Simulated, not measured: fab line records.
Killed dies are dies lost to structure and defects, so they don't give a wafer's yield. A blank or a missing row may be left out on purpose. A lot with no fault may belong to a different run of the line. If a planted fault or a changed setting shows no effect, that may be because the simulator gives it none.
Matching of chambers + flow n5-finfet + rie-diel-06 running N5_GATE_CUT_STRIP_41: 4 sister chambers
The step strips in CF4. 18 wafers are shown with their chamber, then 9 later ones without.

== EACH WAFER AND ITS CHAMBER ==
| wafer  | chamber | showerhead-plenum-p-Torr (Torr) | throttle-valve-pct (%) | oes-product-au (a.u.) |
|--------|---------|---------------------------------|------------------------|-----------------------|
| L074.3 | 3       | 1.83                            | 13.65                  | 0.200                 |
| L074.4 | 2       | 1.73                            | 13.57                  | 0.177                 |
| L074.5 | 3       | 1.83                            | 13.63                  | 0.203                 |
| L075.2 | 0       | 1.86                            | 13.92                  | 0.168                 |
| L075.4 | 1       | 1.84                            | 13.78                  | 0.163                 |
| L075.6 | 2       | 1.73                            | 13.58                  | 0.185                 |
| L081.1 | 3       | 1.82                            | 13.67                  | 0.199                 |
| L081.3 | 1       | 1.84                            | 13.79                  | 0.159                 |
| L081.4 | 2       | 1.73                            | 13.60                  | 0.182                 |
| L082.3 | 1       | 1.84                            | 13.78                  | 0.158                 |
| L082.5 | 3       | 1.82                            | 13.66                  | 0.194                 |
| L082.6 | 0       | 1.85                            | 13.94                  | 0.170                 |
| L087.3 | 0       | 1.85                            | 13.97                  | 0.164                 |
| L087.4 | 1       | 1.84                            | 13.83                  | 0.169                 |
| L087.6 | 3       | 1.82                            | 13.69                  | 0.201                 |
| L088.3 | 1       | 1.84                            | 13.82                  | 0.160                 |
| L088.5 | 0       | 1.85                            | 13.95                  | 0.165                 |
| L088.6 | 1       | 1.83                            | 13.82                  | 0.160                 |

SIGNATURES (means of the wafers above)
| reading                  | chamber 0 | chamber 1 | chamber 2 | chamber 3 | scatter within a chamber |
|--------------------------|-----------|-----------|-----------|-----------|--------------------------|
| showerhead-plenum-p-Torr | 1.8525    | 1.8383    | 1.7300    | 1.8240    | 0.00446                  |
| throttle-valve-pct       | 13.9450   | 13.8033   | 13.5833   | 13.6600   | 0.0212                   |
| oes-product-au           | 0.16675   | 0.16150   | 0.18133   | 0.19940   | 0.00361                  |
Rule: a wafer's distance from a chamber is the root of the sum, over the readings, of the square of ((its reading less the chamber's mean) divided by the reading's scatter). If the next closest chamber is less than 2 further off than the closest, the wafer can't be placed; otherwise it belongs to the closest. The scatter: the root of (the sum of the squares of (reading less its chamber's mean) over the shown wafers, divided by (wafers less chambers)).

== WAFERS MISSING THEIR CHAMBER ==
| wafer  | showerhead-plenum-p-Torr (Torr) | throttle-valve-pct (%) | oes-product-au (a.u.) |
|--------|---------------------------------|------------------------|-----------------------|
| L089.2 | 1.85                            | 13.98                  | 0.165                 |
| L089.4 | 1.82                            | 13.70                  | 0.194                 |
| L089.5 | 1.83                            | 13.82                  | 0.160                 |
| L092.2 | 1.83                            | 13.83                  | 0.157                 |
| L092.3 | 1.73                            | 13.63                  | 0.182                 |
| L092.4 | 1.73                            | 13.64                  | 0.182                 |
| L096.1 | 1.85                            | 14.01                  | 0.163                 |
| L096.3 | 1.82                            | 13.74                  | 0.189                 |
| L096.6 | 1.82                            | 13.73                  | 0.184                 |

== WHICH CHAMBER EACH ONE RAN IN ==
| wafer  | from the rows above | in truth |
|--------|---------------------|----------|
| L089.2 | 0                   | 0        |
| L089.4 | 3                   | 3        |
| L089.5 | 1                   | 1        |
| L092.2 | 1                   | 1        |
| L092.3 | 2                   | 2        |
| L092.4 | 2                   | 2        |
| L096.1 | 0                   | 0        |
| L096.3 | 3                   | 3        |
| L096.6 | 3                   | 3        |
Correct placement for 9 of the 9. Not placeable from these rows: 0. Placed wrongly: 0.
